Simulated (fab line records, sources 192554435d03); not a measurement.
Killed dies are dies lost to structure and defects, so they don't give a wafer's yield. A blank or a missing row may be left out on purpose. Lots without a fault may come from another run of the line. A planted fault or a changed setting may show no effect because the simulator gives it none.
Which tool did it? | flow n5_finfet | 10 lots, 30 wafers sampled, at 3 steps of a route of 1938

WHAT THE GAUGES READ, wafer by wafer
N5_BEOL_M4_RC_MEAS_101.
lot  | measured     | on        | CJ_P
L225 | day 8 10:06  | prober-01 | 5.78 5.53 5.29
L228 | day 8 09:44  | prober-02 | 5.66 5.76 5.72
L231 | day 9 08:45  | prober-01 | 5.68 6.06 5.94
L235 | day 10 21:30 | prober-01 | 5.96 5.31 5.70
L237 | day 10 21:58 | prober-02 | 5.85 5.61 5.96
L238 | day 11 15:01 | prober-01 | 6.07 6.12 6.20
L239 | day 11 21:53 | prober-02 | 5.75 5.63 6.10
L240 | day 12 17:39 | prober-01 | 5.80 5.93 5.88
L241 | day 12 02:13 | prober-01 | 7.40 7.51 6.88
L243 | day 12 10:33 | prober-01 | 6.80 7.53 7.59

WHICH TOOL RAN EACH LOT (tool, then ch and the chambers of the sampled wafers, then the start)
lot  | N5_ZERO_LAYER_STRIP_24              | N5_WELL_APT_IMPLANT_15
L225 | plasma_asher-02 ch 0,1, day 1 12:53 | implanter-02 ch 0, day 1 14:30
L228 | plasma_asher-01 ch 0,1, day 2 06:55 | implanter-01 ch 0, day 2 08:11
L231 | plasma_asher-01 ch 0,1, day 3 01:05 | implanter-02 ch 0, day 3 02:31
L235 | plasma_asher-01 ch 0,1, day 4 01:25 | implanter-02 ch 0, day 4 02:35
L237 | plasma_asher-02 ch 0,1, day 4 12:59 | implanter-02 ch 0, day 4 14:17
L238 | plasma_asher-01 ch 0,1, day 4 19:01 | implanter-01 ch 0, day 4 20:12
L239 | plasma_asher-01 ch 0,1, day 5 00:53 | implanter-02 ch 0, day 5 06:17
L240 | plasma_asher-02 ch 0,1, day 5 06:54 | implanter-01 ch 0, day 5 08:18
L241 | plasma_asher-02 ch 0,1, day 5 13:14 | implanter-02 ch 0, day 5 14:25
L243 | plasma_asher-01 ch 0,1, day 6 00:56 | implanter-02 ch 0, day 6 01:59
- N5_ZERO_LAYER_STRIP_24: strips in O2.
- N5_WELL_APT_IMPLANT_15

THE ANSWER, worked out from the rows above alone
Rule: what is usual is taken from the lots themselves. Put in order of their means at a reading, lots are off if they are a third of the lots or fewer, leave a main group of 4 or more, and stand apart from it by a gap of 3 or more times the standard deviation of the main group's means; of several such gaps the widest counts. A main group whose means are all the same, to the digits that the tables above print for the reading, isn't used. A lot without any number at a reading at which 4 lots or more have one is off too. The other lots that the step has rows for count as sound.
Off: L241, L243, at N5_BEOL_M4_RC_MEAS_101 (CJ_P). The main group: mean 5.80, standard deviation 0.17.
A tool fits if, at a process step before that reading, it ran every lot that is off, and no sound lot after the first of them. The gauges at N5_BEOL_M4_RC_MEAS_101 are tried like those tools. One fits: implanter-02 at N5_WELL_APT_IMPLANT_15. Its last sound lot is L239 (day 5 06:17), its first lot that is off L241 (day 5 14:25): a fault that began between those two fits.

WHAT THE SIMULATOR HAD PUT IN
Process parameter drift: implanter-02, from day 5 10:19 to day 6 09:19, at N5_WELL_APT_IMPLANT_15. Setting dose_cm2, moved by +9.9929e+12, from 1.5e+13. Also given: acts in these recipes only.
Lots struck among those shown: L241, L243. The rule above found the same.
